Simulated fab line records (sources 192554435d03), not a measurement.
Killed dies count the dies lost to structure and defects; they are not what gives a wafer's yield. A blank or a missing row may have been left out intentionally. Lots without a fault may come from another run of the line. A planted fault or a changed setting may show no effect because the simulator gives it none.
What tool caused it? | flow n5 finfet | Sampling: 8 lots, 24 wafers, 6 of 1938 route steps

WHAT THE GAUGES READ, wafer by wafer
N5_BEOL_M4_CD_MEAS_28: target cd 26.2 nm, target cd y 24.1 nm.
lot  | measured     | on        | cd nm (nm)
L128 | day 7 14:22  | cd sem-03 | 26.09 26.36 26.54
L132 | day 8 17:19  | cd sem-03 | 26.03 25.88 26.44
L136 | day 9 21:50  | cd sem-02 | 27.38 27.56 27.31
L137 | day 10 03:47 | cd sem-01 | 27.10 27.38 26.85
L139 | day 10 11:32 | cd sem-01 | 26.29 26.05 26.23
L140 | day 10 14:13 | cd sem-02 | 26.09 26.32 26.41
L141 | day 11 03:23 | cd sem-02 | 26.36 26.14 26.32
L145 | day 11 21:35 | cd sem-02 | 25.75 25.93 26.07

N5_BEOL_M4_RC_MEAS_101.
lot  | measured     | on        | DIBL_N (mV/V)  | DIBL_P (mV/V)  | IOFF_N (nA/um)    | IOFF_P (nA/um)    | ION_N (uA/um) | ION_P (uA/um) | SS_N (mV/dec)  | SS_P (mV/dec)  | VT_N (mV)         | VT_P (mV)
L128 | day 7 23:13  | prober-02 | 38.0 39.3 36.9 | 37.7 38.8 36.6 | 0.172 0.190 0.149 | 0.236 0.250 0.218 | 676 676 673   | 466 466 468   | 71.7 72.2 71.5 | 72.8 73.7 73.6 | 250.4 247.5 252.5 | -248 -247 -250
L132 | day 9 03:20  | prober-01 | 37.1 36.6 36.3 | 37.2 36.7 36.3 | 0.180 0.178 0.169 | 0.253 0.256 0.241 | 687 675 684   | 474 468 475   | 71.6 71.7 71.6 | 73.5 72.6 73.6 | 247.7 247.2 244.9 | -247 -246 -245
L136 | day 10 11:13 | prober-01 | 36.3 37.1 36.9 | 37.3 37.9 37.7 | 0.169 0.187 0.176 | 0.261 0.267 0.256 | 678 673 689   | 474 474 474   | 71.1 72.0 71.9 | 74.2 73.4 73.4 | 248.6 245.1 248.4 | -245 -243 -244
L137 | day 10 18:02 | prober-02 | 36.5 36.8 37.5 | 33.8 35.0 35.5 | 0.151 0.151 0.163 | 0.192 0.203 0.220 | 676 678 677   | 461 468 466   | 71.2 71.1 71.2 | 72.1 73.8 73.2 | 250.4 249.4 249.3 | -251 -251 -248
L139 | day 11 02:08 | prober-02 | 39.2 40.3 38.9 | 39.4 40.9 39.0 | 0.188 0.209 0.170 | 0.213 0.247 0.197 | 679 668 674   | 461 456 455   | 72.3 72.9 72.2 | 74.0 75.4 74.6 | 248.0 247.4 250.9 | -251 -249 -254
L140 | day 11 04:09 | prober-01 | 35.7 37.9 36.0 | 35.4 37.3 35.4 | 0.134 0.174 0.140 | 0.212 0.239 0.210 | 666 681 675   | 469 465 468   | 70.7 72.1 71.0 | 72.5 73.1 72.9 | 251.2 249.5 249.9 | -249 -246 -249
L141 | day 11 17:27 | prober-01 | 36.7 36.7 37.4 | 37.3 37.1 37.0 | 0.152 0.151 0.160 | 0.193 0.202 0.198 | 677 673 665   | 458 455 454   | 72.3 71.3 71.6 | 73.5 74.2 73.4 | 249.6 251.6 251.6 | -254 -253 -254
L145 | day 12 06:28 | prober-02 | 35.3 36.1 35.7 | 34.2 35.6 35.5 | 0.112 0.127 0.127 | 0.167 0.185 0.185 | 653 663 666   | 454 462 462   | 71.0 71.2 71.4 | 72.3 73.1 73.3 | 253.4 254.9 253.7 | -255 -252 -252

WHICH TOOL RAN EACH LOT (tool, then ch and the chambers of the sampled wafers, then the start)
lot  | N5_BEOL_M4_STRIP_19               | N5_BEOL_M4_EXPOSE_25              | N5_BEOL_M4_ETCH_69                 | N5_BEOL_M4_ETCH_70
L128 | rie diel-06 ch 0,2,3, day 7 13:51 | euv scanner-01 ch 0, day 7 14:14  | rie diel-02 ch 0,2,3, day 7 14:32  | rie diel-01 ch 0,1,2, day 7 18:37
L132 | rie diel-01 ch 0,2,3, day 8 16:48 | euv scanner-02 ch 0, day 8 17:10  | rie diel-06 ch 1,2,3, day 8 17:31  | rie diel-06 ch 1,3, day 8 21:14
L136 | rie diel-02 ch 0,1,2, day 9 21:20 | euv scanner-02 ch 0, day 9 21:41  | rie diel-01 ch 0,1,3, day 9 22:01  | rie diel-02 ch 0,1,2, day 10 06:27
L137 | rie diel-01 ch 0,1, day 10 03:23  | euv scanner-02 ch 0, day 10 03:39 | rie diel-01 ch 1,2,3, day 10 03:58 | rie diel-06 ch 0,1,2, day 10 12:43
L139 | rie diel-06 ch 1,2, day 10 11:01  | euv scanner-01 ch 0, day 10 11:24 | rie diel-06 ch 0,1,2, day 10 11:43 | rie diel-06 ch 0,2,3, day 10 21:31
L140 | rie diel-01 ch 1,3, day 10 13:50  | euv scanner-01 ch 0, day 10 14:05 | rie diel-01 ch 0,2, day 10 14:29   | rie diel-01 ch 0,1,3, day 10 22:32
L141 | rie diel-01 ch 1,3, day 11 03:00  | euv scanner-01 ch 0, day 11 03:15 | rie diel-06 ch 2,3, day 11 04:36   | rie diel-06 ch 0,1,3, day 11 12:51
L145 | rie diel-02 ch 0,3, day 11 21:04  | euv scanner-01 ch 0, day 11 21:27 | rie diel-06 ch 0,1, day 11 21:52   | rie diel-02 ch 0,1,3, day 12 01:22
- N5_BEOL_M4_STRIP_19: strips in O2.
- N5_BEOL_M4_EXPOSE_25: exposes mask V3, defocus 5 nm.
- N5_BEOL_M4_ETCH_69: etches SiARC in CF4, target depth 15.6 nm, time 26 s.
- N5_BEOL_M4_ETCH_70: etches SOC in N2/H2, target depth 80 nm, overetch 24 nm, time 130 s.

AS READ BY THE TOOLS THEMSELVES (means over the sampled wafers that have a number; for cases with no such wafer, the mark the record gives instead)
N5_BEOL_M4_STRIP_19.
lot  | tool        | drypump motor current A (A) | oes product au (a.u.) | rf vpp V (V) | showerhead plenum p Torr (Torr) | throttle valve pct (%)
L128 | rie diel-06 | 5.8                         | 0.82                  | 3.5          | 2.11                            | 16.77
L132 | rie diel-01 | 5.6                         | 0.73                  | 3.7          | 2.11                            | 16.86
L136 | rie diel-02 | 6.0                         | 0.80                  | 4.2          | 2.19                            | 16.55
L137 | rie diel-01 | 5.6                         | 0.76                  | 3.6          | 2.06                            | 16.75
L139 | rie diel-06 | 5.1                         | 0.83                  | 3.7          | 2.08                            | 16.63
L140 | rie diel-01 | 6.0                         | 0.78                  | 3.4          | 2.19                            | 16.62
L141 | rie diel-01 | 6.0                         | 0.77                  | 3.9          | 2.19                            | 16.62
L145 | rie diel-02 | 5.6                         | 0.85                  | 3.9          | 2.16                            | 16.37

N5_BEOL_M4_EXPOSE_25.
lot  | tool           | exposure dose mJ cm2
L128 | euv scanner-01 | 62.79
L132 | euv scanner-02 | 62.79
L136 | euv scanner-02 | 66.97
L137 | euv scanner-02 | 66.09
L139 | euv scanner-01 | 62.85
L140 | euv scanner-01 | 62.79
L141 | euv scanner-01 | 62.83
L145 | euv scanner-01 | 62.79

N5_BEOL_M4_ETCH_69.
lot  | tool        | drypump motor current A (A) | etch rf on time s (s) | oes product au (a.u.) | rf vpp V (V) | showerhead plenum p Torr (Torr) | throttle valve pct (%)
L128 | rie diel-02 | 5.8                         | 26.0                  | 0.63                  | 182.8        | 2.11                            | 15.52
L132 | rie diel-06 | 5.6                         | 25.9                  | 0.69                  | 184.6        | 2.15                            | 15.75
L136 | rie diel-01 | 5.8                         | 26.3                  | 0.65                  | 184.9        | 2.18                            | 15.64
L137 | rie diel-01 | 5.6                         | 26.1                  | 0.64                  | 184.9        | 2.23                            | 15.69
L139 | rie diel-06 | 5.4                         | 26.0                  | 0.71                  | 184.4        | 2.13                            | 15.59
L140 | rie diel-01 | 5.2                         | 26.1                  | 0.60                  | 184.8        | 2.14                            | 15.99
L141 | rie diel-06 | 6.1                         | 25.6                  | 0.64                  | 185.0        | 2.16                            | 15.94
L145 | rie diel-06 | 5.5                         | 25.4                  | 0.74                  | 182.7        | 2.09                            | 15.42

N5_BEOL_M4_ETCH_70.
lot  | tool        | drypump motor current A (A) | oes product au (a.u.) | rf vpp V (V) | showerhead plenum p Torr (Torr) | throttle valve pct (%)
L128 | rie diel-01 | 5.4                         | 0.57                  | 524.3        | 2.58                            | 17.93
L132 | rie diel-06 | 5.9                         | 0.60                  | 523.7        | 2.53                            | 17.99
L136 | rie diel-02 | 6.0                         | 0.58                  | 526.9        | 2.66                            | 17.73
L137 | rie diel-06 | 5.4                         | 0.61                  | 522.6        | 2.53                            | 17.79
L139 | rie diel-06 | 5.9                         | 0.58                  | 524.7        | 2.55                            | 18.04
L140 | rie diel-01 | 5.8                         | 0.56                  | 526.0        | 2.58                            | 17.85
L141 | rie diel-06 | 5.7                         | 0.60                  | 521.9        | 2.50                            | 17.82
L145 | rie diel-02 | 6.0                         | 0.56                  | 524.2        | 2.59                            | 17.72

THE ANSWER, worked out from the rows above alone
Rule: the usual values come from the lots themselves. Put in order of their means at a reading, lots are off if they are a third of the lots or fewer, leave a main group of 4 or more, and stand apart from it by a gap of 3 or more times the standard deviation of the main group's means; of several such gaps the widest counts. If all means in a main group match to the digits the tables above print for the reading, that group is not used. A lot without any number at a reading at which 4 lots or more have one is off too. Where the step has rows for the other lots, those lots are counted as sound. First the gauges in route order, then the tools' own readings, where a lot's mean is used as printed above. At the first step where some lot is off, the reading lying furthest off is the one used; lots without a number count as furthest.
Off at N5_BEOL_M4_CD_MEAS_28 (cd nm): L136, L137. Mean 26.18 nm and standard deviation 0.14 in the main group.
If a tool, at a process step before that reading, ran all the lots that are off and no sound lot after the first of them, it fits. The gauges at N5_BEOL_M4_CD_MEAS_28 aren't tried: what is off there is off at N5_BEOL_M4_EXPOSE_25 too, on other tools, and a gauge's error can't cause that. One fits: N5_BEOL_M4_EXPOSE_25 on euv scanner-02. Its last sound lot is L132 (day 8 17:10), its first lot that is off L136 (day 9 21:41): a fault that began between those two fits.
The tool's own readings at N5_BEOL_M4_EXPOSE_25 bear it out: on the lots that are off they differ by more than 5 times the standard deviation of the sound lots' means. exposure dose mJ cm2 reads 66.53 there against 62.81 on the sound lots.

WHAT THE SIMULATOR PUT IN
Process parameter drift: euv scanner-02, from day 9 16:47 on, at N5_BEOL_M4_EXPOSE_25. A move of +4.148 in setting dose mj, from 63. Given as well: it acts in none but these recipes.
Shown lots that were struck: L136, L137. The rule above reached the same finding.
